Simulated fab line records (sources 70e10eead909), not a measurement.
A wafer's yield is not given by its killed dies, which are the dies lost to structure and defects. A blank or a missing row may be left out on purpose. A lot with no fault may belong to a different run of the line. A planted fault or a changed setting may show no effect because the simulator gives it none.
Which of the tools did it?    flow nand-harc    11 lots, 33 wafers sampled, at 7 steps of a route of 1302

WHAT THE GAUGES SHOWED, per wafer
NHARC_P_ZERO_WELL_CD_MEAS_24 targets a cd of 720 nm. Usual: cd-nm 720.5 nm, standard deviation 2.1.
lot   measured      on         cd-nm (nm)         flag
L692  day 1 22:28   cd-sem-02  720.6 722.8 716.9  
L693  day 2 08:28   cd-sem-02  723.0 720.2 720.8  
L695  day 3 04:28   cd-sem-01  718.3 716.9 721.7  
L697  day 4 00:44   cd-sem-02  719.0 720.0 720.9  
L701  day 5 16:37   cd-sem-01  721.4 719.0 717.3  
L706  day 7 18:41   cd-sem-03  718.5 719.1 722.2  
L708  day 8 14:30   cd-sem-03  723.8 720.3 723.7  
L711  day 9 21:41   cd-sem-02  724.6 721.2 722.7  
L712  day 10 06:36  cd-sem-01  719.7 719.6 719.4  
L713  day 10 16:53  cd-sem-03  721.0 722.5 720.7  
L715  day 11 12:22  cd-sem-02  722.7 722.7 719.3  

NHARC_P_STI_CD_MEAS_09 targets a cd of 200 nm. Usual: cd-nm 199 nm, standard deviation 3.4.
lot   measured      on         cd-nm (nm)   flag
L692  day 2 18:40   cd-sem-02  203 201 200  
L693  day 3 07:29   cd-sem-02  202 202 199  
L695  day 4 02:17   cd-sem-03  195 196 201  
L697  day 4 22:28   cd-sem-02  210 207 207  
L701  day 6 13:34   cd-sem-01  204 201 201  
L706  day 8 16:11   cd-sem-02  202 195 196  
L708  day 9 13:34   cd-sem-02  203 200 195  
L711  day 10 17:10  cd-sem-03  193 195 197  
L712  day 11 04:37  cd-sem-01  200 204 205  
L713  day 11 12:58  cd-sem-03  198 201 197  
L715  day 12 09:37  cd-sem-02  194 195 198  

NHARC_P_STI_OCD_MEAS_17. Usual: trench-depth-nm 299 nm, standard deviation 6.6; trench-foot-cd-nm 157 nm, standard deviation 3.6.
lot   measured      on      trench-depth-nm (nm)  trench-foot-cd-nm (nm)  flag
L692  day 2 19:26   ocd-02  293 306 292           162 159 159             
L693  day 3 08:17   ocd-02  292 301 293           162 160 158             
L695  day 4 03:04   ocd-02  303 288 292           152 155 161             
L697  day 4 23:15   ocd-02  298 292 289           168 166 167             
L701  day 6 14:21   ocd-02  293 305 292           163 159 161             
L706  day 8 16:59   ocd-01  307 304 302           159 152 154             
L708  day 9 14:20   ocd-01  296 301 302           161 158 153             
L711  day 10 17:58  ocd-02  301 293 301           151 153 155             
L712  day 11 05:25  ocd-01  300 304 307           158 161 162             
L713  day 11 13:46  ocd-02  297 299 312           156 159 153             
L715  day 12 10:23  ocd-02  311 306 307           151 152 155             

NHARC_END_SORT_01. Usual: killed-at-array 54, standard deviation 20; killed-at-other 0.7, standard deviation 0.94; killed-at-periphery 3.8, standard deviation 2.7; killed-dies 59, standard deviation 20; killed-open 3.5, standard deviation 1.9; killed-short 2.5, standard deviation 1.6.
lot   measured      on         killed-at-array  killed-at-other  killed-at-periphery  killed-dies  killed-open  killed-short  flag
L706  day 30 08:39  prober-01  41               1                1                    43           5            5             
L712  day 32 18:08  prober-01  36               0                3                    39           5            3             

EACH LOT AND THE TOOL THAT RAN IT (in order: tool; ch and the chambers of the sampled wafers; start)
lot   NHARC_P_ZERO_WELL_DESCUM_54        NHARC_P_STI_EXPOSE_06              NHARC_P_GATE_DESCUM_13
L692  rie-diel-06 ch 1,2,3, day 2 01:54  krf-scanner-03 ch 0, day 2 18:31   rie-diel-04 ch 0,3, day 4 05:56
L693  rie-diel-06 ch 0,2,3, day 2 11:48  krf-scanner-04 ch 0, day 3 07:20   rie-diel-04 ch 0,1,2, day 4 23:44
L695  rie-diel-12 ch 1,2,3, day 3 07:55  krf-scanner-03 ch 0, day 4 02:08   rie-diel-07 ch 2,3, day 5 12:53
L697  rie-diel-12 ch 0,1,2, day 4 04:13  krf-scanner-04 ch 0, day 4 22:19   rie-diel-07 ch 1,3, day 6 11:31
L701  rie-diel-06 ch 0,2,3, day 5 19:56  krf-scanner-04 ch 0, day 6 13:25   rie-diel-04 ch 0,1,2, day 8 04:11
L706  rie-diel-06 ch 0,2,3, day 7 21:56  krf-scanner-04 ch 0, day 8 16:02   rie-diel-08 ch 2,3, day 10 10:08
L708  rie-diel-06 ch 1,2,3, day 8 17:50  krf-scanner-03 ch 0, day 9 13:25   rie-diel-07 ch 0,1,3, day 11 02:14
L711  rie-diel-12 ch 2,3, day 10 01:02   krf-scanner-03 ch 0, day 10 17:01  rie-diel-08 ch 1,2, day 12 03:27
L712  rie-diel-06 ch 1,2, day 10 12:21   krf-scanner-01 ch 0, day 11 04:28  rie-diel-04 ch 0,3, day 12 18:54
L713  rie-diel-06 ch 0,3, day 10 20:25   krf-scanner-04 ch 0, day 11 12:49  rie-diel-08 ch 0,1,2, day 13 00:50
L715  rie-diel-06 ch 0,3, day 11 15:34   krf-scanner-04 ch 0, day 12 09:28  rie-diel-04 ch 0,1, day 13 20:41
- NHARC_P_ZERO_WELL_DESCUM_54: chemistry O2, time 3 s.
- NHARC_P_STI_EXPOSE_06: exposes mask P STI, target cd 200 nm.
- NHARC_P_GATE_DESCUM_13: chemistry O2, time 3 s.

WHAT THE TOOLS THEMSELVES READ (means of the sampled wafers that have a number; where no wafer has one, the mark that the record gives instead)
NHARC_P_ZERO_WELL_DESCUM_54. Usual: drypump-motor-current-A 5.7 A, standard deviation 0.39; mfc-ar-sccm 0.013 sccm, standard deviation 0.015; oes-product-au 1.002 a.u., standard deviation 0.01; rf-vpp-V 57.9 V, standard deviation 0.85; showerhead-plenum-p-Torr 1.94 Torr, standard deviation 0.046; throttle-valve-pct 11.312 %, standard deviation 0.009.
lot   tool         drypump-motor-current-A (A)  mfc-ar-sccm (sccm)  oes-product-au (a.u.)  rf-vpp-V (V)  showerhead-plenum-p-Torr (Torr)  throttle-valve-pct (%)  flag
L692  rie-diel-06  5.5                          0.027               1.008                  58.3          1.94                             11.316                  
L693  rie-diel-06  5.5                          0.019               0.996                  57.8          1.96                             11.318                  
L695  rie-diel-12  5.6                          0.000               1.009                  57.9          1.97                             11.307                  
L697  rie-diel-12  5.9                          0.000               1.012                  58.1          1.97                             11.319                  
L701  rie-diel-06  5.5                          0.019               1.008                  57.7          1.95                             11.305                  
L706  rie-diel-06  5.5                          0.019               1.001                  58.0          1.95                             11.308                  
L708  rie-diel-06  5.5                          0.027               1.000                  58.1          1.93                             11.313                  
L711  rie-diel-12  5.3                          0.000               0.995                  57.6          1.98                             11.314                  
L712  rie-diel-06  5.5                          0.016               0.992                  58.1          1.94                             11.311                  
L713  rie-diel-06  5.8                          0.015               1.001                  58.1          1.93                             11.311                  
L715  rie-diel-06  5.8                          0.015               0.995                  57.8          1.93                             11.307                  

NHARC_P_GATE_DESCUM_13. Usual: drypump-motor-current-A 5.8 A, standard deviation 0.45; mfc-ar-sccm 0.006 sccm, standard deviation 0.008; oes-product-au 1.001 a.u., standard deviation 0.015; rf-vpp-V 57.9 V, standard deviation 0.88; showerhead-plenum-p-Torr 1.92 Torr, standard deviation 0.075; throttle-valve-pct 11.311 %, standard deviation 0.0094.
lot   tool         drypump-motor-current-A (A)  mfc-ar-sccm (sccm)  oes-product-au (a.u.)  rf-vpp-V (V)  showerhead-plenum-p-Torr (Torr)  throttle-valve-pct (%)  flag
L692  rie-diel-04  5.5                          0.000               1.005                  57.7          1.93                             11.310                  
L693  rie-diel-04  6.1                          0.000               1.011                  58.2          1.92                             11.306                  
L695  rie-diel-07  6.2                          0.006               1.005                  57.6          1.83                             11.317                  
L697  rie-diel-07  6.1                          0.000               1.011                  57.2          1.86                             11.315                  
L701  rie-diel-04  6.1                          0.000               1.010                  58.0          1.91                             11.310                  
L706  rie-diel-08  5.4                          0.006               1.007                  57.8          1.88                             11.309                  
L708  rie-diel-07  5.9                          0.006               0.993                  58.1          1.93                             11.310                  
L711  rie-diel-08  5.1                          0.008               1.011                  56.9          1.97                             11.311                  
L712  rie-diel-04  5.7                          0.000               0.976                  58.9          1.94                             11.297                  
L713  rie-diel-08  5.2                          0.009               1.009                  57.7          1.91                             11.309                  
L715  rie-diel-04  5.9                          0.000               0.969                  57.3          1.95                             11.310                  

THE ANSWER, worked out from the rows above alone
Rule: take the mean of a lot's wafers that have a number; if it is more than 3 standard deviations from the usual mean, the lot is off. Also off: a lot with no number at a reading for which 4 or more lots have one. All remaining lots with rows at the step are treated as sound. After the gauges, taken in route order, come the tools' own readings; for these a lot's mean is taken, as printed above. At the first step where some lot is off, the reading lying furthest off is the one used; lots without a number count as furthest.
Across all readings shown, no lot is off: no conclusion can be drawn from this.

WHAT HAD BEEN PUT IN BY THE SIMULATOR
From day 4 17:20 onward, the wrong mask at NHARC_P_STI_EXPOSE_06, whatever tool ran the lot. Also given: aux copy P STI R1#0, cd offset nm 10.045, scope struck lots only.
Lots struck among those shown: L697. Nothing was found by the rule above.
